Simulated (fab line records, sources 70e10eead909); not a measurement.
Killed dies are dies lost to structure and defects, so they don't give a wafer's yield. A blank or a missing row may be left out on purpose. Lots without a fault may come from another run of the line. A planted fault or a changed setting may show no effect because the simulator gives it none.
fab line records | flow nand_harc | part 1 of 2: steps 1 to 30 of 42
record lots=5 wafers=15 last_day=33
route steps=1302 shown P_BONDPAD@378 A_START@389 A_ZERO_WELL@390 A_SOURCE_PLATE@413 A_ONON_D1@424
lots that met no fault: from a run of the same line without faults
start_h: hours from the record's first day to the start of the lot's first wafer shown | wait_h: hours since the lot's step before | " the same as in the row above | L1.1+2: a row that stands for several wafers | - no value, or no start given | * or withheld: withheld | < > ~ a bound
route shown NAME@n: a module of which the file shows steps, and the number in the route of the first | usual: mean/standard deviation of fault-free wafers | same: alike in all rows | chamber/n: place in a boat | sites: the reading at each site | _std_site: their standard deviation | _edge_site: outer sites' mean less inner sites' | radius_mm: how far each site lies from the wafer's centre | mask NAME#n: copy n | behind: the tool/chamber that last shaped the wafer | hold: why the lot was held/for how many hours/how that ended | device: the transistor (n, p or np) that didn't switch | end of line: the same wafers' tests at the end of the route | a step without rows: its recipe alone | killed: dies lost to structure and defects at the first sort, not the wafer's yield | map: a wafer's dies, x killed, . not, _ none there
set.NAME: the setting as run; set.NAME@STEP: as run at that earlier step | model.NAME: the simulator's own value behind a step, which no gauge read
lots at some steps of the route; a table a step, a row a wafer
services: from which hour (start_h, from the record's first day; less than 0 if before it) a tool's chamber was out of use, for how many hours, and why
## steps
# step NHARC_P_BONDPAD_ECD_18
# recipe target_thk_a=4000 bath_temp_c=25 material=Cu
# columns lot.wafer tool chamber start_h wait_h
L083.3+4+5 ecd_cu-02 0,1,1 227.25 -
L089.3+4+5 ecd_cu-02 1,0,0 286.80 -
L091.1+5+6 ecd_cu-01 1,0,1 305.81 -
L093.2+5+6 ecd_cu-01 0,0,1 327.59 -
L094.2+4+5 ecd_cu-02 0 340.96 -
# step NHARC_P_BONDPAD_ANNEAL_28
# recipe temp_c=225 time_s=90
# usual wafer_temp_C_max=225.82/0.21
# columns lot.wafer tool chamber start_h wait_h wafer_temp_C_max
L083.3 rtp_anneal-01 0 227.63 0.3 225.88
L083.4 " 0 " " 225.80
L083.5 " 0 " " 225.78
L089.3 rtp_anneal-01 0 287.18 0.3 225.98
L089.4 " 0 " " 225.87
L089.5 " 0 " " 225.70
L091.1 rtp_anneal-01 0 306.13 - 226.07
L091.5 " 0 " " 225.81
L091.6 " 0 " " 225.93
L093.2 rtp_anneal-02 0 328.01 - 225.69
L093.5 " 0 " " 225.41
L093.6 " 0 " " 225.52
L094.2 rtp_anneal-02 0 341.38 - 225.61
L094.4 " 0 " " 225.76
L094.5 " 0 " " 225.42
# step NHARC_P_BONDPAD_CMP_19
# recipe t_overpolish_s=30 cu_recess_touch_s=16 target_thk_nm=160.81
# usual motor_current_A=12.4/1.3 overpolish_run_s=30.000/0.0091
# same t_overpolish_s=30
# columns lot.wafer tool chamber start_h wait_h motor_current_A overpolish_run_s
L083.3 cmp-03 3 227.91 - 11.3 30.009
L083.4 " 0 " " 12.9 30.007
L083.5 " 2 " " 14.6 30.006
L089.4 cmp-04 3 287.41 - 12.2 30.015
L089.3 " 0 " " 13.9 29.994
L089.5 " 3 " " 11.5 30.008
L091.1 cmp-03 2 306.51 - 13.8 30.012
L091.5 " 1 " " 10.7 30.012
L091.6 " 2 " " 14.9 29.992
L093.2 cmp-03 3 328.33 - 10.8 30.002
L093.5 " 2 " " 14.8 29.995
L093.6 " 3 " " 11.3 29.996
L094.4 cmp-04 0 341.67 - 13.1 29.982
L094.2 " 1 " " 12.9 30.018
L094.5 " 0 " " 13.8 30.007
# step NHARC_P_BONDPAD_THK_MEAS_20
# recipe thk_meas_gauge=xrf
# usual thk_nm=161.3/1.5
# columns lot.wafer tool chamber start_h wait_h thk_nm
L083.3 film_metro-01 - 228.20 - 161.7
L083.4 " - " " 159.5
L083.5 " - " " 161.3
L089.3 film_metro-02 - 287.74 - 157.6
L089.4 " - " " 161.0
L089.5 " - " " 161.3
L091.1 film_metro-01 - 306.80 - 160.5
L091.5 " - " " 160.9
L091.6 " - " " 162.6
L093.2 film_metro-01 - 328.63 - 162.5
L093.5 " - " " 161.5
L093.6 " - " " 163.9
L094.2 film_metro-02 - 342.00 - 159.5
L094.4 " - " " 160.6
L094.5 " - " " 158.2
# step NHARC_P_BONDPAD_SRD_21
# recipe time_s=30 temp_c=23 dry_time_s=20 spin_rpm=1500
# columns lot.wafer tool chamber start_h wait_h
L083.4+3+5 wet_bench-08 0,1,5 228.24 0.0
L089.4+5+3 wet_bench-10 7,0,1 287.79 0.0
L091.5+1+6 wet_bench-10 3,5,6 306.84 0.0
L093.2+6+5 wet_bench-08 0,2,3 328.67 0.0
L094.2+4+5 wet_bench-10 0,2,5 342.04 0.0
# step NHARC_P_BONDPAD_INSPECT_23
# usual raw_defect_count=383/170
# columns lot.wafer tool chamber start_h wait_h raw_defect_count
L083.3 defect_inspect-01 - 228.43 0.0 600
L083.4 " - " " 406
L083.5 " - " " 840
L089.3 defect_inspect-02 - 287.94 0.0 273
L089.4 " - " " 417
L089.5 " - " " 428
L091.1 defect_inspect-02 - 307.00 0.0 347
L091.5 " - " " 384
L091.6 " - " " 394
L093.2 defect_inspect-01 - 328.83 0.0 990
L093.5 " - " " 727
L093.6 " - " " 578
L094.2 defect_inspect-01 - 342.22 0.0 356
L094.4 " - " " 308
L094.5 " - " " 280
# step NHARC_P_BONDPAD_ACTIVATE_29
# recipe time_s=60 n2_flow_sccm=200 ar_flow_sccm=0 bias_power_w=0 chemistry=N2
# usual drypump_motor_current_A=5.8/0.5 n2_flow_sccm=199.9/0.62 oes_product_au=0.999/0.0084 rf_vpp_V=64.0/0.91 showerhead_plenum_p_Torr=1.77/0.077
# columns lot.wafer tool chamber start_h wait_h drypump_motor_current_A n2_flow_sccm oes_product_au rf_hours_counter_h rf_vpp_V showerhead_plenum_p_Torr
L083.3 rie_diel-08 2 228.49 0.1 5.1 199.7 0.996 0.4 63.4 1.66
L083.4 " 0 " " 5.5 198.9 1.001 0.4 63.2 1.70
L083.5 " 3 " " 6.4 201.1 0.996 - 63.4 1.79
L089.4 rie_diel-06 2 288.03 0.1 6.4 200.6 1.004 7.1 64.4 1.65
L089.3 " 3 " " 4.9 199.5 0.992 8.4 64.9 1.91
L089.5 " 0 " " 6.1 200.7 0.980 - 64.2 1.78
L091.1 rie_diel-08 0 307.08 0.1 5.5 200.7 1.000 2.4 65.1 1.70
L091.5 " 3 " " 6.4 201.0 1.009 - 62.8 1.79
L091.6 " 0 " " 5.5 199.8 0.997 - 64.5 1.70
L093.2 rie_diel-08 0 328.89 0.1 5.5 197.3 0.998 3.1 63.3 1.70
L093.6 " 0 " " 5.5 199.6 1.000 - 62.6 1.70
L093.5 " 1 " " 5.3 199.9 0.993 - 63.1 1.86
L094.4 rie_diel-08 2 342.29 0.1 5.1 200.3 1.005 3.8 63.9 1.66
L094.2 " 0 " " 5.5 200.7 1.006 3.5 63.6 1.70
L094.5 " 1 " " 5.3 199.9 0.999 - 65.8 1.86
# step NHARC_P_BONDPAD_PRECLEAN_30
# recipe time_s=300 temp_c=23 chemistry=DIW
# columns lot.wafer tool chamber start_h wait_h
L083.4+5+3 wet_bench-10 2,5,6 228.64 0.1
L089.3+4+5 wet_bench-10 0,2,4 288.16 0.1
L091.5+1+6 wet_bench-08 0,1,4 307.22 0.1
L093.6+2+5 wet_bench-08 5,7,0 329.06 0.1
L094.2+5+4 wet_bench-10 0,2,4 342.44 0.1
# step NHARC_P_BONDPAD_SRD_31
# recipe time_s=30 temp_c=23 dry_time_s=20 spin_rpm=1500
# columns lot.wafer tool chamber start_h wait_h
L083.4+5+3 wet_bench-10 2,5,6 - -
L089.3+4+5 wet_bench-10 0,2,4 - -
L091.5+1+6 wet_bench-08 0,1,4 - -
L093.6+2+5 wet_bench-08 5,7,0 - -
L094.2+5+4 wet_bench-10 0,2,4 - -
# step NHARC_A_START_INSPECT_01
# usual raw_defect_count=3.3/1.6
# columns lot.wafer tool chamber start_h wait_h raw_defect_count
L083.3 defect_inspect-01 - 228.98 - 5
L083.4 " - " " 4
L083.5 " - " " 2
L089.3 defect_inspect-02 - 288.41 - 4
L089.4 " - " " 5
L089.5 " - " " 4
L091.1 defect_inspect-02 - 307.47 - 3
L091.5 " - " " 3
L091.6 " - " " 3
L093.2 defect_inspect-02 - 329.31 - 2
L093.5 " - " " 1
L093.6 " - " " 4
L094.2 defect_inspect-02 - 342.69 - 2
L094.4 " - " " 3
L094.5 " - " " 3
# step NHARC_A_ZERO_WELL_PRECLEAN_00
# recipe time_s=600 temp_c=120 chemistry=SPM
# columns lot.wafer tool chamber start_h wait_h
L083.5+3+4 wet_bench-09 0,1,3 229.07 0.1
L089.5+4+3 wet_bench-09 0,1,3 288.49 0.1
L091.5+1+6 wet_bench-03 4,5,0 307.56 0.1
L093.2+5+6 wet_bench-05 4,5,1 329.39 0.1
L094.2+5+4 wet_bench-03 0,1,3 342.79 0.1
# step NHARC_A_ZERO_WELL_SRD_01
# columns lot.wafer tool chamber start_h wait_h
L083.5+3+4 wet_bench-09 0,1,3 - -
L089.5+4+3 wet_bench-09 0,1,3 - -
L091.5+1+6 wet_bench-03 4,5,0 - -
L093.2+5+6 wet_bench-05 4,5,1 - -
L094.2+5+4 wet_bench-03 0,1,3 - -
# step NHARC_A_ZERO_WELL_DEHYDRATE_02
# recipe temp_c=150 time_s=120
# columns lot.wafer tool chamber start_h wait_h
L083.3+4+5 litho_track-07 0 229.38 -
L089.3+4+5 litho_track-03 0 288.80 -
L091.1+5+6 litho_track-05 0 307.87 -
L093.2+5+6 litho_track-03 0 329.71 -
L094.2+4+5 litho_track-03 0 343.09 -
# step NHARC_A_ZERO_WELL_HMDS_03
# recipe time_s=30
# columns lot.wafer tool chamber start_h wait_h
L083.3+4+5 litho_track-07 0 - -
L089.3+4+5 litho_track-03 0 - -
L091.1+5+6 litho_track-05 0 - -
L093.2+5+6 litho_track-03 0 - -
L094.2+4+5 litho_track-03 0 - -
# step NHARC_A_ZERO_WELL_COAT_18
# recipe temp_c=200 time_s=65
# columns lot.wafer tool chamber start_h wait_h
L083.3+4+5 litho_track-07 0 - -
L089.3+4+5 litho_track-03 0 - -
L091.1+5+6 litho_track-05 0 - -
L093.2+5+6 litho_track-03 0 - -
L094.2+4+5 litho_track-03 0 - -
# step NHARC_A_ZERO_WELL_COAT_04
# recipe spin_rpm=2000 resist_thk_nm=600
# columns lot.wafer tool chamber start_h wait_h
L083.3+4+5 litho_track-07 0 - -
L089.3+4+5 litho_track-03 0 - -
L091.1+5+6 litho_track-05 0 - -
L093.2+5+6 litho_track-03 0 - -
L094.2+4+5 litho_track-03 0 - -
# step NHARC_A_ZERO_WELL_SOFTBAKE_05
# recipe temp_c=125 time_s=70
# columns lot.wafer tool chamber start_h wait_h
L083.3+4+5 litho_track-07 0 - -
L089.3+4+5 litho_track-03 0 - -
L091.1+5+6 litho_track-05 0 - -
L093.2+5+6 litho_track-03 0 - -
L094.2+4+5 litho_track-03 0 - -
# step NHARC_A_ZERO_WELL_EBR_06
# columns lot.wafer tool chamber start_h wait_h
L083.3+4+5 litho_track-07 0 - -
L089.3+4+5 litho_track-03 0 - -
L091.1+5+6 litho_track-05 0 - -
L093.2+5+6 litho_track-03 0 - -
L094.2+4+5 litho_track-03 0 - -
# step NHARC_A_ZERO_WELL_EXPOSE_07
# recipe na=0.55 dose_mj=33.85 mask_id=A_ZERO
# columns lot.wafer tool chamber start_h wait_h mask
L083.3+4+5 krf_scanner-03 0 229.68 - A_ZERO#0
L089.3+4+5 krf_scanner-02 0 289.11 - A_ZERO#0
L091.1+5+6 krf_scanner-02 0 308.16 - A_ZERO#0
L093.2+5+6 krf_scanner-04 0 330.01 - A_ZERO#0
L094.2+4+5 krf_scanner-03 0 343.26 - A_ZERO#0
# step NHARC_A_ZERO_WELL_PEB_08
# recipe peb_temp_c=128 peb_time_s=80
# columns lot.wafer tool chamber start_h wait_h
L083.3+4+5 litho_track-03 0 229.74 0.1
L089.3+4+5 litho_track-07 0 289.16 0.1
L091.1+5+6 litho_track-07 0 308.22 0.1
L093.2+5+6 litho_track-03 0 330.08 0.1
L094.2+4+5 litho_track-07 0 343.32 0.1
# step NHARC_A_ZERO_WELL_DEVELOP_09
# recipe time_s=50 dev_temp_c=22
# columns lot.wafer tool chamber start_h wait_h
L083.3+4+5 litho_track-03 0 - -
L089.3+4+5 litho_track-07 0 - -
L091.1+5+6 litho_track-07 0 - -
L093.2+5+6 litho_track-03 0 - -
L094.2+4+5 litho_track-07 0 - -
# step NHARC_A_ZERO_WELL_CD_MEAS_10
# recipe target_cd_nm=2000 landing_energy_ev=500
# usual cd_nm=2000.1/1.6
# columns lot.wafer tool chamber start_h wait_h cd_nm
L083.3 cd_sem-03 0 229.83 - 2000.5
L083.4 " 0 " " 1998.3
L083.5 " 0 " " 2000.4
L089.3 cd_sem-02 0 289.25 - 2001.9
L089.4 " 0 " " 2001.9
L089.5 " 0 " " 2002.3
L091.1 cd_sem-02 0 308.31 - 2001.5
L091.5 " 0 " " 2001.1
L091.6 " 0 " " 2001.7
L093.2 cd_sem-01 0 330.16 - 2001.4
L093.5 " 0 " " 1999.5
L093.6 " 0 " " 2001.2
L094.2 cd_sem-01 0 343.41 - 1999.2
L094.4 " 0 " " 1999.4
L094.5 " 0 " " 1999.8
# step NHARC_A_ZERO_WELL_HARDBAKE_11
# recipe temp_c=118 time_s=65
# columns lot.wafer tool chamber start_h wait_h
L083.3+4+5 litho_track-05 0 229.91 -
L089.3+4+5 litho_track-03 0 289.33 -
L091.1+5+6 litho_track-03 0 308.39 -
L093.2+5+6 litho_track-03 0 330.24 -
L094.2+4+5 litho_track-07 0 343.49 -
# step NHARC_A_ZERO_WELL_DESCUM_12
# recipe time_s=3 o2_flow_sccm=200 ar_flow_sccm=0 bias_power_w=0 chemistry=O2
# usual drypump_motor_current_A=5.6/0.42 oes_product_au=1.002/0.0064 rf_vpp_V=57.9/0.97 showerhead_plenum_p_Torr=1.91/0.091 throttle_valve_pct=11.311/0.0099
# columns lot.wafer tool chamber start_h wait_h drypump_motor_current_A oes_product_au rf_hours_counter_h rf_vpp_V showerhead_plenum_p_Torr throttle_valve_pct
L083.4 rie_diel-07 0 229.98 - 5.4 0.999 4 57.4 1.98 11.308
L083.3 " 2 " " 6.3 1.001 4 57.5 1.96 11.303
L083.5 " 1 " " 5.8 0.999 - 56.9 1.86 11.309
L089.3 rie_diel-07 3 289.44 - 5.2 1.003 6 57.7 2.00 11.327
L089.4 " 0 " " 5.4 1.004 6 58.6 1.97 11.307
L089.5 " 0 " " 5.4 0.994 - 57.7 1.97 11.315
L091.1 rie_diel-04 2 308.48 - 5.4 0.998 43 58.1 1.80 11.308
L091.6 " 1 " " 5.0 1.002 - 58.0 1.78 11.320
L091.5 " 2 " " 5.4 1.000 - 55.5 1.80 11.300
L093.2 rie_diel-07 0 330.33 - 5.3 1.004 1 59.5 1.97 11.312
L093.6 " 3 " " 5.2 0.996 - 58.6 1.99 11.326
L093.5 " 0 " " 5.4 0.998 - 57.2 1.97 11.312
L094.2 rie_diel-11 3 343.56 - 5.6 1.001 13 57.6 1.76 11.324
L094.4 " 0 " " 6.3 1.005 12 57.3 1.82 11.301
L094.5 " 0 " " 6.3 1.000 - 58.1 1.82 11.307
# step NHARC_A_ZERO_WELL_ETCH_19
# recipe target_depth_a=800 overetch_a=240 time_s=87.88 ion_energy_ev=200 n2_flow_sccm=150 h2_flow_sccm=150 ar_flow_sccm=0 rf_w=400 bias_w=150 chemistry=N2/H2
# usual drypump_motor_current_A=5.6/0.41 h2_flow_sccm=150.0/0.45 n2_flow_sccm=149.9/0.48 oes_product_au=1.001/0.0065 rf_vpp_V=430.7/2.8 showerhead_plenum_p_Torr=2.04/0.1 throttle_valve_pct=14.172/0.0091
# columns lot.wafer tool chamber start_h wait_h drypump_motor_current_A h2_flow_sccm n2_flow_sccm oes_product_au rf_hours_counter_h rf_vpp_V showerhead_plenum_p_Torr throttle_valve_pct
L083.4 rie_diel-07 3 230.08 0.1 5.2 150.3 150.7 1.007 4 434.9 2.13 14.172
L083.3 " 0 " " 5.3 149.6 150.4 1.005 4 432.5 2.11 14.181
L083.5 " 2 " " 6.3 149.7 149.0 0.992 - 431.3 2.09 14.179
L089.4 rie_diel-07 2 289.53 0.1 6.3 150.6 149.7 0.994 6 432.1 2.09 14.177
L089.3 " 0 " " 5.4 149.6 149.8 1.001 6 431.9 2.11 14.161
L089.5 " 2 " " 6.3 149.6 149.7 1.003 - 432.8 2.09 14.162
L091.1 rie_diel-04 3 308.58 0.1 5.5 150.8 150.2 0.997 44 429.5 2.00 14.169
L091.5 " 0 " " 5.7 149.4 150.4 1.006 - 434.0 2.18 14.175
L091.6 " 1 " " 5.0 149.4 149.5 1.012 - 425.1 1.90 14.166
L093.2 rie_diel-07 2 330.42 0.1 6.3 151.0 150.3 1.002 1 431.8 2.09 14.162
L093.5 " 2 " " 6.3 150.6 150.5 1.006 - 431.7 2.09 14.167
L093.6 " 3 " " 5.2 149.5 149.9 1.003 - 432.7 2.13 14.178
L094.4 rie_diel-11 0 343.65 0.1 6.4 149.5 150.1 1.001 12 426.9 1.94 14.170
L094.2 " 1 " " 5.5 150.3 149.0 1.011 14 425.2 1.88 14.175
L094.5 " 0 " " 6.4 149.6 150.5 1.014 - 428.0 1.94 14.172
# step NHARC_A_ZERO_WELL_ETCH_13
# recipe target_depth_a=1200 time_s=40.1 hbr_flow_sccm=150 cl2_flow_sccm=50 rf_w=400 icp_w=400 bias_w=100 chemistry=HBr/Cl2
# usual drypump_motor_current_A=5.7/0.35 oes_product_au=1.002/0.0079 throttle_valve_pct=26.404/0.0092
# columns lot.wafer tool chamber start_h wait_h drypump_motor_current_A oes_product_au rf_hours_counter_h throttle_valve_pct
L083.3 rie_si-03 1 230.20 - 6.2 0.984 0.0 26.411
L083.4 " 0 " " 5.6 0.990 - 26.405
L083.5 " 1 " " 6.2 0.993 - 26.413
L089.3 rie_si-03 1 289.66 - 6.2 0.984 0.5 26.407
L089.4 " 1 " " 6.2 0.994 - 26.400
L089.5 " 2 " " 6.1 0.996 - 26.417
L091.1 rie_si-04 2 308.70 - 5.9 0.993 1.1 26.412
L091.6 " 0 " " 5.9 1.003 - 26.414
L091.5 " 1 " " 4.8 0.997 - 26.414
L093.2 rie_si-03 3 330.56 - 6.1 0.990 0.1 26.426
L093.5 " 2 " " 6.1 1.003 - 26.411
L093.6 " 3 " " 6.0 1.006 - 26.397
L094.4 rie_si-03 2 343.77 - 6.1 1.004 1.0 26.422
L094.2 " 0 " " 5.6 0.986 0.9 26.416
L094.5 " 3 " " 6.1 0.987 - 26.406
# step NHARC_A_ZERO_WELL_STRIP_14
# recipe time_s=900 temp_c=130 chemistry=SPM
# columns lot.wafer tool chamber start_h wait_h
L083.5+3+4 wet_bench-09 2,4,5 230.37 -
L089.4+3+5 wet_bench-03 1,2,5 289.82 -
L091.5+6+1 wet_bench-09 3,6,7 308.83 -
L093.6+2+5 wet_bench-09 4,5,6 330.72 -
L094.5+2+4 wet_bench-09 6,7,1 343.93 -
# step NHARC_A_ZERO_WELL_IMPLANT_15
# recipe energy_kev=150 dose_cm2=1e+13 tilt_deg=7
# usual beam_on_s=10.02/0.21
# same implant_ion_amu=11
# columns lot.wafer tool chamber start_h wait_h beam_on_s
L083.3 implanter-02 0 230.84 0.1 10.05
L083.4 " 0 " " 9.60
L083.5 " 0 " " 10.06
L089.3 implanter-01 0 290.28 0.1 9.94
L089.4 " 0 " " 9.59
L089.5 " 0 " " 10.00
L091.1 implanter-02 0 309.24 0.1 10.36
L091.5 " 0 " " 9.80
L091.6 " 0 " " 10.09
L093.2 implanter-02 0 331.18 0.1 9.71
L093.5 " 0 " " 10.28
L093.6 " 0 " " 10.05
L094.2 implanter-01 0 344.36 0.1 9.93
L094.4 " 0 " " 10.35
L094.5 " 0 " " 10.20
# step NHARC_A_ZERO_WELL_PRECLEAN_22
# recipe time_s=60 temp_c=50 bath_age_min=0 chemistry=SC1
# usual sc1_h2o2_end_mol_l=0.3699/0.00068
# columns lot.wafer tool chamber start_h wait_h sc1_h2o2_end_mol_l
L083.5 wet_bench-03 4 230.99 0.1 0.3693
L083.3 " 6 " " 0.3694
L083.4 " 7 " " 0.3699
L089.4 wet_bench-03 2 290.43 0.1 0.3703
L089.3 " 6 " " 0.3695
L089.5 " 7 " " 0.3706
L091.5 wet_bench-05 7 309.44 0.1 0.3685
L091.6 " 1 " " 0.3715
L091.1 " 3 " " 0.3706
L093.2 wet_bench-05 6 331.36 0.2 0.3699
L093.6 " 7 " " 0.3696
L093.5 " 1 " " 0.3701
L094.4 wet_bench-05 6 344.54 0.1 0.3700
L094.2 " 0 " " 0.3694
L094.5 " 1 " " 0.3710
# step NHARC_A_ZERO_WELL_SRD_23
# columns lot.wafer tool chamber start_h wait_h
L083.5+3+4 wet_bench-03 4,6,7 - -
L089.4+3+5 wet_bench-03 2,6,7 - -
L091.5+6+1 wet_bench-05 7,1,3 - -
L093.2+6+5 wet_bench-05 6,7,1 - -
L094.4+2+5 wet_bench-05 6,0,1 - -
